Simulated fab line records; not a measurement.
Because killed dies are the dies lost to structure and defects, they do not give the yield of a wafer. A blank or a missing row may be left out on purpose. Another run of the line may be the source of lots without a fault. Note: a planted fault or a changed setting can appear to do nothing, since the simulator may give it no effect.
fab line records | flow nand-harc
record lots=13 | wafers=38 | last-day=34
route steps=1302 shown A_M1@1200 A_BONDPAD@1204
lots that met no fault: taken from a fault-free run of the same line
start-h: hours from the record's opening day to when the first of the lot's shown wafers began | wait-h: time in hours since the lot's previous step | " as in the row above | L1.1+2: one row covering several wafers at once | - value missing, or start not given | * or withheld: withheld | < > ~ a bound
route shown NAME@n: names a module that has steps shown in the file, with the first one's number in the route | usual: average and standard deviation across the fault-free wafers | same: alike in all rows | chamber/n: place in a boat | sites: the reading at each site | _std_site: their standard deviation | _edge_site: outer sites' mean less inner sites' | radius-mm: how far each site lies from the wafer's centre | mask NAME#n: copy n | behind: the tool/chamber that last shaped the wafer | hold: why the lot went on hold/how many hours it stayed there/how the hold came to an end | device: names the non-switching transistor (n, p or np) | end of line: the tests these same wafers got at the end of their route | a step without rows: its recipe alone | killed: at the first sort, the dies lost to defects and structure; wafer yield is something else | map: per-die view of a wafer (x killed, . not killed, _ where there is no die)
set.NAME: the setting as run; set.NAME@STEP: as run at that earlier step | model.NAME: the simulator's own value behind a step, which no gauge read
route steps across a sampled set of lots; one table per step, one row per wafer
services: when a tool's chamber went out of use (start-h, in hours from the record's first day, below 0 if earlier), for how many hours, and the reason
## steps
# step NHARC_A_M1_PRE_CLEAN_32
# recipe time-s=12 | temp-c=370 | rf-power-w=300 | gas=NH3
# usual heater-power-w=651/100
lot.wafer | tool     | chamber | start-h | wait-h | heater-power-w | since-wet-clean-h
L112.6    | pecvd-03 | 2       | 531.23  | 0.1    | 743            | -
L112.5    | "        | 0       | "       | "      | 600            | -
L112.4    | "        | 1       | "       | "      | 683            | -
L113.2    | pecvd-04 | 1       | 536.34  | 0.1    | 657            | 73
L113.3    | "        | 2       | "       | "      | 764            | 73
L113.5    | "        | 1       | "       | "      | 647            | -
L114.2    | pecvd-02 | 1       | 539.28  | 0.1    | 552            | 118
L114.5    | "        | 1       | "       | "      | 567            | -
L114.4    | "        | 0       | "       | "      | 547            | -
L116.3    | pecvd-04 | 0       | 570.00  | 0.1    | 545            | 106
L116.1    | "        | 2       | "       | "      | 798            | 106
L116.4    | "        | 1       | "       | "      | 607            | -
L119.3    | pecvd-04 | 1       | 595.54  | 0.1    | 627            | 132
L119.1    | "        | 2       | "       | "      | 884            | 132
L119.4    | "        | 2       | "       | "      | 901            | -
L120.3    | pecvd-04 | 0       | 596.94  | 0.1    | 583            | 133
L120.1    | "        | 1       | "       | "      | 604            | 133
L120.6    | "        | 2       | "       | "      | 831            | -
L121.1    | pecvd-02 | 0       | 612.77  | 0.1    | 582            | 10
L121.4    | "        | 1       | "       | "      | 529            | -
L121.6    | "        | 0       | "       | "      | 615            | -
L122.2    | pecvd-03 | 2       | 631.72  | 0.1    | 665            | 72
L122.5    | "        | 0       | "       | "      | 638            | -
L122.6    | "        | 2       | "       | "      | 670            | -
L123.2    | pecvd-03 | 2       | 632.52  | 0.1    | 700            | 72
L123.3    | "        | 0       | "       | "      | 613            | 72
L123.1    | "        | 1       | "       | "      | 654            | 72
L127.2    | pecvd-04 | 2       | 668.51  | 0.1    | 890            | 24
L127.5    | "        | 2       | "       | "      | 895            | -
L133.2    | pecvd-04 | 2       | 744.20  | 0.1    | 776            | 100
L133.6    | "        | 0       | "       | "      | 579            | -
L133.4    | "        | 2       | "       | "      | 772            | -
L135.2    | pecvd-02 | 1       | 762.75  | 0.5    | 562            | 160
L135.4    | "        | 2       | "       | "      | 561            | -
L135.6    | "        | 0       | "       | "      | 576            | -
L134.2    | pecvd-03 | 0       | 782.96  | 0.1    | 679            | 42
L134.1    | "        | 1       | "       | "      | 665            | 42
L134.3    | "        | 1       | "       | "      | 660            | -
# step NHARC_A_BONDPAD_THK_MEAS_30
# recipe thk-meas-gauge=ellipsometry
# usual thk-nm=199.9/1.5
lot.wafer | tool          | chamber | start-h | wait-h | thk-nm
L112.4    | film-metro-01 | -       | 532.48  | 0.2    | 201.1
L112.5    | "             | -       | "       | "      | 195.9
L112.6    | "             | -       | "       | "      | 196.8
L113.2    | film-metro-02 | -       | 537.63  | 0.2    | 201.6
L113.3    | "             | -       | "       | "      | 201.8
L113.5    | "             | -       | "       | "      | 202.3
L114.2    | film-metro-01 | -       | 540.57  | 0.2    | 199.2
L114.4    | "             | -       | "       | "      | 200.1
L114.5    | "             | -       | "       | "      | 200.0
L116.1    | film-metro-02 | -       | 571.29  | 0.2    | 199.6
L116.3    | "             | -       | "       | "      | 200.4
L116.4    | "             | -       | "       | "      | 199.8
L119.1    | film-metro-01 | -       | 596.83  | 0.2    | 200.3
L119.3    | "             | -       | "       | "      | 201.9
L119.4    | "             | -       | "       | "      | 202.6
L120.1    | film-metro-02 | -       | 598.24  | 0.2    | 200.9
L120.3    | "             | -       | "       | "      | 197.6
L120.6    | "             | -       | "       | "      | 202.3
L121.1    | film-metro-01 | -       | 614.03  | 0.2    | 199.5
L121.4    | "             | -       | "       | "      | 199.5
L121.6    | "             | -       | "       | "      | 200.9
L122.2    | film-metro-02 | -       | 632.98  | 0.2    | 199.1
L122.5    | "             | -       | "       | "      | 200.0
L122.6    | "             | -       | "       | "      | 201.0
L123.1    | film-metro-01 | -       | 633.81  | 0.2    | 200.4
L123.2    | "             | -       | "       | "      | 200.5
L123.3    | "             | -       | "       | "      | 202.0
L127.2    | film-metro-01 | -       | 669.77  | 0.2    | 201.4
L127.5    | "             | -       | "       | "      | 200.0
L133.2    | film-metro-02 | -       | 745.46  | 0.2    | 201.1
L133.4    | "             | -       | "       | "      | 202.1
L133.6    | "             | -       | "       | "      | 198.8
L135.2    | film-metro-01 | -       | 764.03  | 0.2    | 198.6
L135.4    | "             | -       | "       | "      | 199.0
L135.6    | "             | -       | "       | "      | 199.8
L134.1    | film-metro-02 | -       | 784.41  | 0.2    | 199.3
L134.2    | "             | -       | "       | "      | 201.0
L134.3    | "             | -       | "       | "      | 197.7
# step NHARC_A_BONDPAD_STRIP_15
# recipe o2-flow-sccm=500 | ar-flow-sccm=0 | bias-w=0 | chemistry=O2
# usual drypump-motor-current-A=5.9/0.49 | o2-flow-sccm=500.0/1.4 | oes-product-au=1.001/0.0073 | rf-vpp-V=57.7/0.88 | showerhead-plenum-p-Torr=3.54/0.13 | throttle-valve-pct=17.036/0.0085
lot.wafer | tool        | chamber | start-h | wait-h | drypump-motor-current-A | o2-flow-sccm | oes-product-au | rf-hours-counter-h | rf-vpp-V | showerhead-plenum-p-Torr | throttle-valve-pct
L112.4    | rie-diel-08 | 2       | 533.52  | 0.1    | 5.6                     | 500.7        | 1.005          | 26                 | 59.3     | 3.69                     | 17.027
L112.5    | "           | 2       | "       | "      | 5.6                     | 501.1        | 1.004          | -                  | 57.3     | 3.69                     | 17.038
L112.6    | "           | 3       | "       | "      | 5.8                     | 502.2        | 1.007          | -                  | 58.7     | 3.68                     | 17.039
L113.3    | rie-diel-07 | 3       | 538.81  | 0.1    | 6.5                     | 499.5        | 0.986          | 1                  | 56.1     | 3.49                     | 17.058
L113.2    | "           | 1       | "       | "      | 5.7                     | 498.0        | 0.994          | 1                  | 57.8     | 3.71                     | 17.034
L113.5    | "           | 3       | "       | "      | 6.5                     | 500.8        | 1.002          | -                  | 58.3     | 3.49                     | 17.039
L114.2    | rie-diel-09 | 0       | 541.77  | 0.1    | 6.0                     | 499.9        | 0.999          | 10                 | 57.1     | 3.30                     | 17.012
L114.4    | "           | 1       | "       | "      | 4.7                     | 501.3        | 1.007          | 9                  | 58.2     | 3.54                     | 17.023
L114.5    | "           | 2       | "       | "      | 6.2                     | 499.3        | 1.007          | -                  | 60.2     | 3.77                     | 17.036
L116.1    | rie-diel-07 | 2       | 572.35  | 0.1    | 5.1                     | 495.3        | 0.998          | 2                  | 57.6     | 3.54                     | 17.044
L116.4    | "           | 3       | "       | "      | 6.5                     | 500.1        | 1.010          | 2                  | 58.9     | 3.49                     | 17.049
L116.3    | "           | 1       | "       | "      | 5.8                     | 500.1        | 1.005          | 2                  | 58.4     | 3.71                     | 17.044
L119.4    | rie-diel-08 | 2       | 598.03  | 0.1    | 5.7                     | 499.4        | 0.986          | 6                  | 57.3     | 3.68                     | 17.031
L119.3    | "           | 3       | "       | "      | 5.9                     | 501.4        | 1.000          | 7                  | 58.6     | 3.67                     | 17.047
L119.1    | "           | 1       | "       | "      | 6.1                     | 499.6        | 1.011          | 6                  | 58.1     | 3.39                     | 17.034
L120.1    | rie-diel-07 | 0       | 599.44  | 0.1    | 6.1                     | 502.5        | 0.993          | 3                  | 56.1     | 3.38                     | 17.030
L120.3    | "           | 1       | "       | "      | 5.8                     | 502.2        | 1.005          | 3                  | 58.9     | 3.71                     | 17.026
L120.6    | "           | 3       | "       | "      | 6.5                     | 499.9        | 0.992          | -                  | 57.4     | 3.49                     | 17.033
L121.4    | rie-diel-07 | 0       | 615.07  | 0.1    | 6.1                     | 500.1        | 1.005          | 4                  | 58.2     | 3.38                     | 17.048
L121.1    | "           | 2       | "       | "      | 5.1                     | 501.1        | 1.004          | 4                  | 57.9     | 3.54                     | 17.031
L121.6    | "           | 1       | "       | "      | 5.8                     | 499.0        | 0.997          | -                  | 57.4     | 3.71                     | 17.028
L122.2    | rie-diel-07 | 2       | 634.18  | 0.1    | 5.0                     | 500.3        | 0.995          | 4                  | 58.4     | 3.54                     | 17.027
L122.5    | "           | 1       | "       | "      | 5.8                     | 500.4        | 1.004          | -                  | 57.9     | 3.71                     | 17.019
L122.6    | "           | 2       | "       | "      | 5.0                     | 497.9        | 0.996          | -                  | 56.3     | 3.54                     | 17.033
L123.2    | rie-diel-08 | 1       | 634.98  | 0.1    | 6.1                     | 500.9        | 1.013          | 14                 | 55.5     | 3.39                     | 17.036
L123.3    | "           | 2       | "       | "      | 5.6                     | 500.7        | 1.001          | 13                 | 57.5     | 3.68                     | 17.025
L123.1    | "           | 3       | "       | "      | 5.8                     | 499.9        | 1.013          | 13                 | 56.9     | 3.67                     | 17.032
L127.2    | rie-diel-07 | 0       | 670.99  | 0.1    | 6.2                     | 497.8        | 1.009          | 0                  | 56.9     | 3.37                     | 17.030
L127.5    | "           | 3       | "       | "      | 6.5                     | 499.4        | 0.996          | -                  | 57.4     | 3.48                     | 17.033
L133.2    | rie-diel-08 | 3       | 746.64  | 0.1    | 5.8                     | 502.2        | 1.007          | 3                  | 57.5     | 3.66                     | 17.047
L133.4    | "           | 1       | "       | "      | 6.1                     | 498.8        | 0.997          | 4                  | 57.6     | 3.38                     | 17.030
L133.6    | "           | 2       | "       | "      | 5.6                     | 499.8        | 0.995          | -                  | 57.2     | 3.67                     | 17.039
L135.2    | rie-diel-07 | 3       | 765.23  | 0.1    | 6.5                     | 499.6        | 1.008          | 3                  | 57.1     | 3.48                     | 17.036
L135.4    | "           | 0       | "       | "      | 6.1                     | 499.4        | 1.019          | 3                  | 57.4     | 3.37                     | 17.036
L135.6    | "           | 1       | "       | "      | 5.8                     | 498.8        | 0.992          | -                  | 57.6     | 3.70                     | 17.027
L134.2    | rie-diel-07 | 1       | 785.60  | 0.1    | 5.7                     | 501.2        | 1.008          | 4                  | 59.3     | 3.70                     | 17.038
L134.1    | "           | 2       | "       | "      | 5.0                     | 500.5        | 1.003          | 3                  | 59.6     | 3.54                     | 17.030
L134.3    | "           | 3       | "       | "      | 6.5                     | 499.3        | 1.007          | 3                  | 58.3     | 3.48                     | 17.023
# step NHARC_A_BONDPAD_ETCH_24
# recipe target-depth-a=300 | over-etch-frac=0.3 | time-s=72.99 | ion-energy-ev=150 | cf4-flow-sccm=50 | n2-flow-sccm=100 | ar-flow-sccm=150 | rf-w=300 | bias-w=100 | chemistry=CF4/N2
# usual drypump-motor-current-A=5.9/0.48 | oes-product-au=0.999/0.0078 | rf-vpp-V=314.3/2 | run-length-s=94.2/0.45 | showerhead-plenum-p-Torr=2.63/0.098 | throttle-valve-pct=19.795/0.0092
lot.wafer | tool        | chamber | start-h | wait-h | drypump-motor-current-A | oes-product-au | rf-hours-counter-h | rf-vpp-V | run-length-s | showerhead-plenum-p-Torr | throttle-valve-pct
L112.4    | rie-diel-08 | 1       | 533.67  | -      | 6.1                     | 0.994          | 27                 | 311.5    | 94.1         | 2.53                     | 19.806
L112.6    | "           | 1       | "       | "      | 6.1                     | 0.985          | -                  | 310.8    | 94.2         | 2.53                     | 19.784
L112.5    | "           | 2       | "       | "      | 5.6                     | 0.980          | -                  | 316.8    | 94.1         | 2.75                     | 19.803
L113.2    | rie-diel-07 | 0       | 538.95  | -      | 6.2                     | 1.004          | 2                  | 311.9    | 94.6         | 2.51                     | 19.801
L113.3    | "           | 1       | "       | "      | 5.7                     | 0.996          | 1                  | 316.8    | 93.5         | 2.76                     | 19.797
L113.5    | "           | 0       | "       | "      | 6.1                     | 1.000          | -                  | 313.4    | 93.9         | 2.51                     | 19.799
L114.4    | rie-diel-09 | 2       | 541.89  | -      | 6.1                     | 1.001          | 8                  | 317.9    | 94.1         | 2.81                     | 19.803
L114.2    | "           | 1       | "       | "      | 4.7                     | 1.018          | 9                  | 313.6    | 94.7         | 2.64                     | 19.796
L114.5    | "           | 3       | "       | "      | 6.4                     | 1.005          | -                  | 315.7    | 93.5         | 2.62                     | 19.798
L116.3    | rie-diel-07 | 1       | 572.50  | -      | 5.7                     | 0.995          | 2                  | 317.6    | 94.1         | 2.76                     | 19.801
L116.4    | "           | 2       | "       | "      | 5.0                     | 1.001          | 2                  | 316.2    | 94.1         | 2.64                     | 19.791
L116.1    | "           | 3       | "       | "      | 6.5                     | 0.994          | 2                  | 313.9    | 94.7         | 2.59                     | 19.796
L119.1    | rie-diel-08 | 1       | 598.18  | -      | 6.1                     | 0.994          | 6                  | 311.2    | 94.4         | 2.52                     | 19.800
L119.4    | "           | 2       | "       | "      | 5.6                     | 0.990          | 6                  | 316.3    | 94.4         | 2.74                     | 19.801
L119.3    | "           | 3       | "       | "      | 5.9                     | 1.010          | 7                  | 317.3    | 94.8         | 2.73                     | 19.795
L120.3    | rie-diel-07 | 2       | 599.57  | -      | 5.0                     | 0.979          | 3                  | 314.7    | 94.5         | 2.64                     | 19.797
L120.1    | "           | 3       | "       | "      | 6.5                     | 0.989          | 3                  | 314.6    | 94.7         | 2.59                     | 19.792
L120.6    | "           | 0       | "       | "      | 6.1                     | 0.995          | -                  | 311.1    | 94.2         | 2.51                     | 19.794
L121.4    | rie-diel-07 | 0       | 615.23  | -      | 6.1                     | 1.016          | 4                  | 310.9    | 94.4         | 2.51                     | 19.794
L121.1    | "           | 2       | "       | "      | 5.1                     | 1.004          | 4                  | 315.1    | 94.7         | 2.64                     | 19.791
L121.6    | "           | 3       | "       | "      | 6.5                     | 1.003          | -                  | 315.2    | 94.8         | 2.59                     | 19.807
L122.2    | rie-diel-07 | 2       | 634.32  | -      | 5.0                     | 1.006          | 4                  | 313.9    | 93.9         | 2.64                     | 19.806
L122.5    | "           | 0       | "       | "      | 6.1                     | 1.005          | -                  | 311.6    | 94.3         | 2.51                     | 19.788
L122.6    | "           | 1       | "       | "      | 5.7                     | 0.993          | -                  | 317.0    | 93.6         | 2.76                     | 19.779
L123.1    | rie-diel-08 | 2       | 635.13  | -      | 5.6                     | 0.983          | 13                 | 316.1    | 94.3         | 2.74                     | 19.791
L123.3    | "           | 3       | "       | "      | 5.8                     | 1.002          | 13                 | 315.5    | 94.9         | 2.73                     | 19.784
L123.2    | "           | 0       | "       | "      | 6.0                     | 0.987          | 14                 | 315.4    | 93.8         | 2.70                     | 19.776
L127.2    | rie-diel-07 | 2       | 671.12  | -      | 5.1                     | 0.993          | 1                  | 315.5    | 73.3         | 2.64                     | 19.788
L127.5    | "           | 1       | "       | "      | 5.7                     | 0.997          | -                  | 317.6    | 72.2         | 2.76                     | 19.780
L133.4    | rie-diel-08 | 3       | 746.78  | -      | 5.9                     | 1.000          | 3                  | 316.5    | 94.8         | 2.72                     | 19.792
L133.2    | "           | 1       | "       | "      | 6.1                     | 0.994          | 4                  | 312.6    | 94.2         | 2.51                     | 19.808
L133.6    | "           | 2       | "       | "      | 5.6                     | 0.999          | -                  | 316.2    | 94.5         | 2.73                     | 19.787
L135.4    | rie-diel-07 | 0       | 765.36  | -      | 6.1                     | 1.004          | 3                  | 312.3    | 94.2         | 2.51                     | 19.806
L135.2    | "           | 1       | "       | "      | 5.8                     | 0.987          | 3                  | 316.4    | 93.4         | 2.76                     | 19.802
L135.6    | "           | 3       | "       | "      | 6.5                     | 1.001          | -                  | 313.4    | 94.8         | 2.59                     | 19.807
L134.2    | rie-diel-07 | 0       | 785.76  | -      | 6.2                     | 0.994          | 3                  | 312.3    | 94.2         | 2.51                     | 19.785
L134.3    | "           | 1       | "       | "      | 5.8                     | 0.996          | 4                  | 316.1    | 93.7         | 2.76                     | 19.814
L134.1    | "           | 2       | "       | "      | 5.1                     | 0.992          | 3                  | 313.9    | 93.9         | 2.64                     | 19.804
## services
tool        | chamber | start-h | hours | kind
rie-diel-07 | 0       | 529.20  | -     | clean
rie-diel-07 | 1       | 529.20  | -     | clean
rie-diel-07 | 2       | 529.20  | -     | clean
rie-diel-07 | 3       | 529.20  | -     | clean
rie-diel-08 | -       | 546.12  | 9.0   | pm
pecvd-03    | -       | 547.14  | 13.0  | pm
pecvd-03    | -       | 568.87  | 2.7   | repair
pecvd-02    | -       | 589.32  | 13.0  | pm
pecvd-04    | -       | 631.52  | 13.0  | pm
pecvd-02    | -       | 633.45  | 1.4   | repair
rie-diel-07 | -       | 648.20  | 9.0   | pm
rie-diel-08 | 2       | 650.03  | 5.1   | repair
rie-diel-07 | -       | 671.52  | 0.3   | repair
rie-diel-09 | -       | 676.71  | 9.0   | pm
rie-diel-07 | 2       | 682.05  | 21.1  | repair
rie-diel-08 | 0       | 693.17  | 7.0   | repair
rie-diel-09 | 0       | 718.17  | 5.7   | repair
rie-diel-08 | -       | 723.12  | 9.0   | pm
pecvd-03    | -       | 728.14  | 13.0  | pm
rie-diel-08 | 0       | 757.23  | 3.3   | repair
rie-diel-09 | 2       | 770.44  | 9.1   | repair
pecvd-02    | -       | 770.48  | 13.0  | pm
pecvd-04    | 1       | 771.93  | 8.4   | repair
pecvd-03    | 2       | 779.82  | 13.6  | repair
## key
first-sign step=NHARC_A_BONDPAD_ETCH_24 | reading=run-length-s | direction=down | sigmas=48 | usual=* | struck=*
effect none on later readings
met-at NHARC_A_BONDPAD_ETCH_24
struck-lots L127
struck-wafers L127.2,L127.5
sort-left-out L127.2,L127.5
not-acting-at NHARC_A_M1_PRE_CLEAN_32,NHARC_A_BONDPAD_THK_MEAS_30,NHARC_A_BONDPAD_STRIP_15
onset-between 634.32 671.12
fault kind=process-parameter-drift | tool=rie-diel-07 | chamber=- | onset-h=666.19 | steps=NHARC_A_BONDPAD_ETCH_24 | channel=time-s | offset=* | shape=step | end-h=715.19 | scope=struck-wafers-only | acts-in=* | stated=*
# sort-left-out: the simulated sort isn't trusted on such a fault, so these wafers' sort isn't shown, and their yield isn't known
